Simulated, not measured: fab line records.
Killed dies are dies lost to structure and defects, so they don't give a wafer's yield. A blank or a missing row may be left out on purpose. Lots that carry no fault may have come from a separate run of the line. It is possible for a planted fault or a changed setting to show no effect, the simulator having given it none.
fab line records | flow nand_harc
record: lots: 14 | wafers: 42 | last_day: 24
route steps=1159 shown A_CONTACT@912 THIN_TSV@1136 END@1159
lots untouched by any fault: they come from a run of this same line in which no faults occurred
start_h: hours from the record's opening day to when the first of the lot's shown wafers began | wait_h: hours since the lot's step before | " as in the row above | L1.1+2: several wafers, shown together as one row | - either no value or no given start | * or withheld: withheld | < > ~ a bound
route shown NAME@n: a module of which the file shows steps, and the number in the route of the first | usual: mean and standard deviation over wafers with no fault | same: alike in all rows | chamber/n: place in a boat | sites: per-site readings | _std_site: standard deviation across them | _edge_site: the outer-site mean with the inner-site mean subtracted | radius_mm: how far each site lies from the wafer's centre | mask NAME#n: copy n | behind: the most recent tool/chamber to have shaped the wafer | hold: what put the lot on hold/how long, in hours/how the hold closed | device: whichever transistor did not switch (one of n, p or np) | end of line: at the end of the route, the tests of the same wafers | a step given without rows: its recipe and nothing more | killed: not the wafer's yield, but the dies lost to structure and defects at the first sort | map: the dies of a wafer, with x for killed, . for not killed, _ for no die there
set.NAME: the run value of the setting; set.NAME@STEP: its run value at that earlier step | model.NAME: the simulator's own value behind a step, which no gauge read
one table for each step of the route and one row for each wafer, over a sample of lots
services: a tool's chamber out of use, with start hour (start_h, from the record's first day; less than 0 if before it), hours out, and reason
== steps ==
step: NHARC_A_CONTACT_ETCH_132
recipe: source_w: withheld | pressure_mtorr: 20 | bias_v: 1200 | time_s: 156 | target_depth_a: 9580 | ar_flow_sccm: withheld | c4f8_flow_sccm: withheld | o2_flow_sccm: withheld | chemistry: C4F8/O2/Ar
lot.wafer | tool            | chamber | start_h | wait_h | rf_hours_counter_h
L598.1    | har_cap_etch-02 | 1       | 378.14  | 0.1    | 9
L598.4    | "               | 0       | "       | "      | -
L598.5    | "               | 0       | "       | "      | -
L600.3    | har_cap_etch-02 | 0       | 406.15  | 0.2    | -
L600.4    | "               | 1       | "       | "      | -
L600.5    | "               | 0       | "       | "      | -
L604.1    | har_cap_etch-02 | 0       | 430.76  | 0.1    | 18
L604.2    | "               | 1       | "       | "      | 18
L604.6    | "               | 0       | "       | "      | -
L603.2    | har_cap_etch-02 | 1       | 436.68  | 0.2    | 19
L603.4    | "               | 1       | "       | "      | -
L603.6    | "               | 1       | "       | "      | -
L608.2    | har_cap_etch-02 | 1       | 441.69  | 0.2    | 21
L608.1    | "               | 0       | "       | "      | 21
L608.4    | "               | 1       | "       | "      | -
L611.4    | har_cap_etch-01 | 1       | 453.17  | 0.1    | -
L611.6    | "               | 0       | "       | "      | -
L611.5    | "               | 1       | "       | "      | -
L613.1    | har_cap_etch-01 | 0       | 465.98  | 0.1    | 72
L613.6    | "               | 0       | "       | "      | -
L613.5    | "               | 1       | "       | "      | -
L615.3    | har_cap_etch-03 | 1       | 481.25  | 0.1    | -
L615.5    | "               | 1       | "       | "      | -
L615.6    | "               | 0       | "       | "      | -
L612.4    | har_cap_etch-01 | 0       | 484.74  | 0.1    | -
L612.3    | "               | 1       | "       | "      | -
L612.6    | "               | 1       | "       | "      | -
L614.2    | har_cap_etch-01 | 1       | 488.63  | 0.1    | 77
L614.1    | "               | 0       | "       | "      | 77
L614.3    | "               | 0       | "       | "      | -
L616.1    | har_cap_etch-03 | 1       | 490.43  | 0.1    | 102
L616.3    | "               | 0       | "       | "      | -
L616.4    | "               | 1       | "       | "      | -
L620.1    | har_cap_etch-01 | 0       | 499.04  | 0.1    | 79
L620.3    | "               | 1       | "       | "      | -
L620.5    | "               | 0       | "       | "      | -
L618.1    | har_cap_etch-03 | 0       | 499.50  | 0.1    | 104
L618.2    | "               | 1       | "       | "      | 104
L618.5    | "               | 1       | "       | "      | -
L619.2    | har_cap_etch-02 | 1       | 504.36  | 0.1    | 34
L619.4    | "               | 1       | "       | "      | -
L619.6    | "               | 0       | "       | "      | -
step: NHARC_THIN_TSV_DEGAS_53
recipe: temp_c: 300 | time_s: 60
usual: heater_power_w: 493/76
lot.wafer | tool           | chamber | start_h | wait_h | heater_power_w
L598.4    | pvd_sputter-03 | -       | 451.19  | 0.1    | 433
L598.1    | "              | -       | "       | "      | 568
L598.5    | "              | -       | "       | "      | 460
L600.4    | pvd_sputter-03 | -       | 453.34  | 0.1    | 463
L600.3    | "              | -       | "       | "      | 579
L600.5    | "              | -       | "       | "      | 463
L604.1    | pvd_sputter-03 | -       | 485.52  | 0.1    | 572
L604.2    | "              | -       | "       | "      | 516
L604.6    | "              | -       | "       | "      | 465
L603.4    | pvd_sputter-03 | -       | 487.72  | 0.1    | 473
L603.2    | "              | -       | "       | "      | 501
L603.6    | "              | -       | "       | "      | 427
L608.1    | pvd_sputter-03 | -       | 492.59  | 0.1    | 561
L608.4    | "              | -       | "       | "      | 517
L608.2    | "              | -       | "       | "      | 423
L611.4    | pvd_sputter-02 | -       | 499.81  | 0.1    | 440
L611.6    | "              | -       | "       | "      | 650
L611.5    | "              | -       | "       | "      | 500
L613.1    | pvd_sputter-02 | -       | 527.33  | 0.1    | 405
L613.5    | "              | -       | "       | "      | 428
L613.6    | "              | -       | "       | "      | 405
L615.3    | pvd_sputter-02 | -       | 535.33  | 0.1    | 496
L615.6    | "              | -       | "       | "      | 409
L615.5    | "              | -       | "       | "      | 647
L612.3    | pvd_sputter-01 | -       | 540.14  | 0.1    | 599
L612.4    | "              | -       | "       | "      | 478
L612.6    | "              | -       | "       | "      | 471
L614.2    | pvd_sputter-02 | -       | 541.40  | 0.1    | 433
L614.1    | "              | -       | "       | "      | 397
L614.3    | "              | -       | "       | "      | 501
L616.1    | pvd_sputter-01 | -       | 542.31  | 0.1    | 458
L616.3    | "              | -       | "       | "      | 468
L616.4    | "              | -       | "       | "      | 424
L620.1    | pvd_sputter-02 | -       | 548.86  | 0.1    | 440
L620.3    | "              | -       | "       | "      | 635
L620.5    | "              | -       | "       | "      | 403
L618.1    | pvd_sputter-03 | -       | 549.42  | 0.1    | 415
L618.2    | "              | -       | "       | "      | 566
L618.5    | "              | -       | "       | "      | 471
L619.2    | pvd_sputter-02 | -       | 554.67  | 0.1    | 416
L619.4    | "              | -       | "       | "      | 440
L619.6    | "              | -       | "       | "      | 407
step: NHARC_THIN_TSV_CD_MEAS_33
recipe: target_cd_nm: 5000 | landing_energy_ev: 500
usual: cd_nm: 4999.6/1.7
lot.wafer | tool      | chamber | start_h | wait_h | cd_nm
L598.1    | cd_sem-02 | 0       | 452.35  | -      | 4999.9
L598.4    | "         | 0       | "       | "      | 5001.7
L598.5    | "         | 0       | "       | "      | 5001.9
L600.3    | cd_sem-01 | 0       | 454.36  | -      | 5001.9
L600.4    | "         | 0       | "       | "      | 5000.1
L600.5    | "         | 0       | "       | "      | 4999.9
L604.1    | cd_sem-03 | 0       | 486.52  | -      | 5000.5
L604.2    | "         | 0       | "       | "      | 4997.9
L604.6    | "         | 0       | "       | "      | 4998.5
L603.2    | cd_sem-03 | 0       | 488.86  | -      | 5001.4
L603.4    | "         | 0       | "       | "      | 5001.4
L603.6    | "         | 0       | "       | "      | 4998.9
L608.1    | cd_sem-02 | 0       | 493.72  | -      | 4999.8
L608.2    | "         | 0       | "       | "      | 4999.6
L608.4    | "         | 0       | "       | "      | 4997.9
L611.4    | cd_sem-02 | 0       | 500.92  | -      | 4997.5
L611.5    | "         | 0       | "       | "      | 5000.4
L611.6    | "         | 0       | "       | "      | 4998.6
L613.1    | cd_sem-01 | 0       | 528.49  | -      | 4999.2
L613.5    | "         | 0       | "       | "      | 4998.9
L613.6    | "         | 0       | "       | "      | 5000.4
L615.3    | cd_sem-01 | 0       | 536.45  | -      | 4997.6
L615.5    | "         | 0       | "       | "      | 4996.3
L615.6    | "         | 0       | "       | "      | 4998.7
L612.3    | cd_sem-02 | 0       | 541.26  | -      | 5000.5
L612.4    | "         | 0       | "       | "      | 5004.2
L612.6    | "         | 0       | "       | "      | 5003.8
L614.1    | cd_sem-03 | 0       | 542.58  | -      | 4998.1
L614.2    | "         | 0       | "       | "      | 4997.5
L614.3    | "         | 0       | "       | "      | 4998.3
L616.1    | cd_sem-02 | 0       | 543.33  | -      | 5002.8
L616.3    | "         | 0       | "       | "      | 5002.5
L616.4    | "         | 0       | "       | "      | 5000.4
L620.1    | cd_sem-02 | 0       | 549.88  | -      | 5002.6
L620.3    | "         | 0       | "       | "      | 4999.2
L620.5    | "         | 0       | "       | "      | 4999.7
L618.1    | cd_sem-02 | 0       | 550.74  | -      | 4998.8
L618.2    | "         | 0       | "       | "      | 5000.0
L618.5    | "         | 0       | "       | "      | 5000.7
L619.2    | cd_sem-02 | 0       | 555.81  | -      | 4999.4
L619.4    | "         | 0       | "       | "      | 4998.9
L619.6    | "         | 0       | "       | "      | 5001.7
step: NHARC_THIN_TSV_ETCH_36
recipe: target_depth_a: 650 | over_etch_frac: 0.3 | time_s: 18.571 | ion_energy_ev: 150 | chemistry: Cl2/BCl3
usual: drypump_motor_current_A: 5.7/0.55 | oes_product_au: 1.008/0.01
lot.wafer | tool         | chamber | start_h | wait_h | drypump_motor_current_A | oes_product_au | rf_hours_counter_h
L598.1    | rie_metal-01 | 0       | 452.90  | 0.2    | 6.0                     | 1.015          | 3.3
L598.4    | "            | 1       | "       | "      | 6.5                     | 1.001          | -
L598.5    | "            | 0       | "       | "      | 6.0                     | 1.025          | -
L600.4    | rie_metal-01 | 0       | 454.93  | 0.1    | 6.0                     | 1.029          | -
L600.3    | "            | 1       | "       | "      | 6.5                     | 1.001          | -
L600.5    | "            | 0       | "       | "      | 6.0                     | 1.008          | -
L604.1    | rie_metal-03 | 1       | 487.10  | 0.2    | 5.6                     | 1.015          | 0.4
L604.2    | "            | 0       | "       | "      | 5.3                     | 1.009          | 0.4
L604.6    | "            | 0       | "       | "      | 5.3                     | 1.011          | -
L603.2    | rie_metal-02 | 0       | 489.50  | 0.3    | 5.5                     | 0.998          | 2.6
L603.4    | "            | 0       | "       | "      | 5.4                     | 1.004          | -
L603.6    | "            | 0       | "       | "      | 5.4                     | 1.008          | -
L608.1    | rie_metal-03 | 1       | 494.27  | 0.2    | 5.6                     | 1.013          | 0.9
L608.2    | "            | 0       | "       | "      | 5.3                     | 1.017          | 0.9
L608.4    | "            | 1       | "       | "      | 5.6                     | 1.029          | -
L611.4    | rie_metal-03 | 1       | 501.50  | 0.1    | 5.6                     | 1.021          | -
L611.5    | "            | 1       | "       | "      | 5.6                     | 1.008          | -
L611.6    | "            | 0       | "       | "      | 5.3                     | 1.012          | -
L613.1    | rie_metal-01 | 1       | 529.07  | 0.2    | 6.5                     | 0.995          | 0.2
L613.6    | "            | 0       | "       | "      | 6.0                     | 1.005          | -
L613.5    | "            | 1       | "       | "      | 6.5                     | 1.006          | -
L615.3    | rie_metal-03 | 0       | 537.01  | 0.1    | 5.3                     | 0.997          | -
L615.6    | "            | 0       | "       | "      | 5.3                     | 1.010          | -
L615.5    | "            | 1       | "       | "      | 5.6                     | 1.024          | -
L612.3    | rie_metal-03 | 0       | 541.82  | 0.2    | 5.3                     | 1.005          | -
L612.4    | "            | 1       | "       | "      | 5.6                     | 1.026          | -
L612.6    | "            | 1       | "       | "      | 5.6                     | 1.025          | -
L614.2    | rie_metal-01 | 0       | 543.13  | 0.2    | 6.0                     | 1.007          | 0.7
L614.1    | "            | 1       | "       | "      | 6.5                     | 1.001          | 0.7
L614.3    | "            | 0       | "       | "      | 6.0                     | 1.018          | -
L616.1    | rie_metal-03 | 0       | 543.91  | 0.2    | 5.3                     | 1.001          | 2.8
L616.3    | "            | 1       | "       | "      | 5.6                     | 1.015          | -
L616.4    | "            | 0       | "       | "      | 5.3                     | 1.012          | -
L620.1    | rie_metal-02 | 0       | 550.45  | 0.2    | 5.5                     | 1.020          | 4.4
L620.3    | "            | 0       | "       | "      | 5.5                     | 1.012          | -
L620.5    | "            | 1       | "       | "      | 4.7                     | 0.999          | -
L618.1    | rie_metal-01 | 1       | 551.31  | 0.2    | 6.5                     | 1.004          | 1.2
L618.2    | "            | 0       | "       | "      | 6.0                     | 1.005          | 1.2
L618.5    | "            | 0       | "       | "      | 6.0                     | 0.985          | -
L619.2    | rie_metal-02 | 0       | 556.35  | 0.2    | 5.5                     | 1.010          | 4.6
L619.4    | "            | 0       | "       | "      | 5.5                     | 1.016          | -
L619.6    | "            | 1       | "       | "      | 4.7                     | 0.995          | -
step: NHARC_END_SORT_01
recipe: temp_c: 25
usual: killed_at_array: 29/9.4 | killed_at_other: 0.7/1.3 | killed_at_periphery: 2.9/2.1 | killed_dies: 32/9 | killed_open: 3.3/1.8 | killed_short: 1.9/1.4
same: gross_dies: 677
lot.wafer | tool      | chamber | start_h | wait_h | killed_at_array | killed_at_other | killed_at_periphery | killed_dies | killed_open | killed_short
L603.2    | prober-01 | 0       | 496.29  | 2.8    | 86              | 1               | 1                   | 88          | 2           | 2
L603.4    | prober-01 | 0       | 497.89  | 3.4    | 81              | 0               | 1                   | 82          | 1           | 2
L603.6    | prober-01 | 0       | 499.49  | 4.0    | 87              | 0               | 1                   | 88          | 3           | 1
L604.1    | prober-02 | 0       | 503.22  | 2.5    | 110             | 1               | 6                   | 117         | 4           | 3
L604.2    | prober-02 | 0       | 504.03  | 2.8    | 88              | 0               | 5                   | 93          | 6           | 4
L604.6    | prober-02 | 0       | 507.27  | 4.0    | 110             | 2               | 7                   | 119         | 3           | 1
L608.1    | prober-01 | 0       | 503.24  | 2.5    | 132             | 0               | 7                   | 139         | 4           | 3
L608.2    | prober-01 | 0       | 504.04  | 2.8    | 91              | 1               | 9                   | 101         | 0           | 3
L608.4    | prober-01 | 0       | 505.64  | 3.4    | 86              | 0               | 7                   | 93          | 2           | 0
L612.4    | prober-02 | 0       | 558.14  | 3.4    | 40              | 0               | 0                   | 40          | 0           | 1
killed by level:class
L603.2 A_CONTACT:unspecified=67 A_CHANNEL_HOLE_D1:chamber_film_flake=7 A_STAIRCASE:chamber_film_flake=4 A_CONTACT:chamber_film_flake=3 P_M2:geometric_particle:open=1 A_ONON_D1:geometric_particle:short=1 A_CHANNEL_FILL_D1:geometric_particle:short=1 A_CONTACT:geometric_particle:open=1
L603.4 A_CONTACT:unspecified=71 A_CHANNEL_HOLE_D1:chamber_film_flake=3 A_SGD_CUT:chamber_film_flake=2 A_CONTACT:chamber_film_flake=2 A_ONON_D1:geometric_particle:short=1 A_WL_FILL:geometric_particle:open=1 A_WL_FILL:geometric_particle:short=1 P_ZERO_WELL:chamber_film_flake=1
L603.6 A_CONTACT:unspecified=66 A_CHANNEL_HOLE_D1:chamber_film_flake=7 A_SGD_CUT:chamber_film_flake=3 A_CONTACT:chamber_film_flake=3 A_M0:geometric_particle:open=2 A_STAIRCASE:chamber_film_flake=2 A_WL_FILL:chamber_film_flake=2 A_ONON_D1:geometric_particle:short=1
L604.1 A_CONTACT:unspecified=96 A_CHANNEL_HOLE_D1:chamber_film_flake=4 A_CONTACT:geometric_particle:open=2 P_STI:chamber_film_flake=2 P_CONTACT:chamber_film_flake=2 A_ZERO_WELL:chamber_film_flake=2 P_GATE:geometric_particle:open=1 A_CHANNEL_FILL_D1:geometric_particle:open=1
L608.1 A_CONTACT:unspecified=97 A_SGD_CUT:chamber_film_flake=10 A_SLIT:chamber_film_flake=9 A_CHANNEL_HOLE_D1:chamber_film_flake=7 A_CONTACT:chamber_film_flake=4 P_GATE:chamber_film_flake=3 P_ZERO_WELL:chamber_film_flake=2 P_GATE:geometric_particle:open=1
L604.2 A_CONTACT:unspecified=66 A_CONTACT:chamber_film_flake=6 A_CHANNEL_HOLE_D1:chamber_film_flake=4 A_CHANNEL_FILL_D1:geometric_particle:open=3 A_STAIRCASE:chamber_film_flake=3 A_CONTACT:geometric_particle:short=2 P_ZERO_WELL:chamber_film_flake=2 P_STI:chamber_film_flake=2
L608.2 A_CONTACT:unspecified=63 A_SLIT:chamber_film_flake=14 A_SGD_CUT:chamber_film_flake=6 A_CHANNEL_HOLE_D1:chamber_film_flake=5 P_ZERO_WELL:chamber_film_flake=3 P_STI:chamber_film_flake=3 P_GATE:chamber_film_flake=2 P_M0:geometric_particle:short=1
L608.4 A_CONTACT:unspecified=65 A_SLIT:chamber_film_flake=9 P_ZERO_WELL:chamber_film_flake=4 A_CHANNEL_HOLE_D1:chamber_film_flake=4 A_SGD_CUT:chamber_film_flake=4 A_CONTACT:geometric_particle:open=2 P_GATE:chamber_film_flake=2 P_BONDPAD:chamber_film_flake=1
L604.6 A_CONTACT:unspecified=96 A_ZERO_WELL:chamber_film_flake=4 P_STI:chamber_film_flake=3 P_M1:chamber_film_flake=3 A_CONTACT:chamber_film_flake=3 A_STAIRCASE:chamber_film_flake=3 A_WL_FILL:geometric_particle:short=1 A_CONTACT:geometric_particle:open=1
L612.4 A_SLIT:chamber_film_flake=21 A_CHANNEL_HOLE_D1:chamber_film_flake=14 A_CONTACT:chamber_film_flake=3 A_SGD_CUT:geometric_particle:short=1 A_BLC:chamber_film_flake=1
== services ==
tool            | chamber | start_h | hours | kind
pvd_sputter-03  | -       | 376.11  | 16.5  | repair
rie_metal-01    | 1       | 379.89  | 15.7  | repair
rie_metal-02    | -       | 388.00  | 9.0   | pm
rie_metal-02    | 0       | 388.00  | 9.0   | vent_cycle
rie_metal-02    | 1       | 388.00  | 9.0   | vent_cycle
pvd_sputter-02  | -       | 392.02  | 10.0  | pm
rie_metal-02    | 0       | 397.00  | -     | clean
har_cap_etch-03 | -       | 416.17  | 0.5   | repair
rie_metal-03    | 1       | 444.02  | 4.8   | repair
rie_metal-03    | -       | 453.15  | 9.0   | pm
rie_metal-03    | 0       | 453.15  | 9.0   | vent_cycle
rie_metal-03    | 1       | 453.15  | 9.0   | vent_cycle
pvd_sputter-03  | -       | 458.02  | 10.0  | pm
rie_metal-03    | 0       | 462.15  | -     | clean
rie_metal-03    | 1       | 462.15  | -     | clean
rie_metal-01    | -       | 509.00  | 9.0   | pm
rie_metal-01    | 0       | 509.00  | 9.0   | vent_cycle
rie_metal-01    | 1       | 509.00  | 9.0   | vent_cycle
pvd_sputter-01  | -       | 514.06  | 10.0  | pm
rie_metal-01    | 0       | 518.00  | -     | clean
rie_metal-01    | 1       | 518.00  | -     | clean
pvd_sputter-03  | -       | 540.36  | 1.3   | repair
har_cap_etch-03 | -       | 545.00  | 17.0  | pm
pvd_sputter-01  | -       | 549.79  | 1.8   | repair
== key ==
first_sign: step: NHARC_END_SORT_01 | reading: killed_dies | direction: up | sigmas: 7.8 | usual: 32 | struck: 102
effect: step: NHARC_END_SORT_01 | reading: killed_at_array | direction: up | sigmas: 7.2 | usual: 29 | struck: 97
more_kills_born_at: NHARC_A_CONTACT_ETCH_132@har_cap_etch-02: 687
met_at NHARC_A_CONTACT_ETCH_132
struck_lots L603,L604,L608
tester_left_out L603,L604,L608
not_acting_at NHARC_THIN_TSV_DEGAS_53,NHARC_THIN_TSV_CD_MEAS_33,NHARC_THIN_TSV_ETCH_36
onset_between 406.15 430.76
fault: kind: chamber_particle_source | tool: har_cap_etch-02 | chamber: - | onset_h: 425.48 | steps: NHARC_A_CONTACT_ETCH_132 | rate_per_visit_cm2: 1.5923 | end_h: 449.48
tester_left_out: of these lots the tester's yield and bins aren't shown, on N5 and GAA mostly nor the transistor test; their killed dies are dies lost to structure and defects alone, not to doping, threshold or leakage, so they don't give the yield
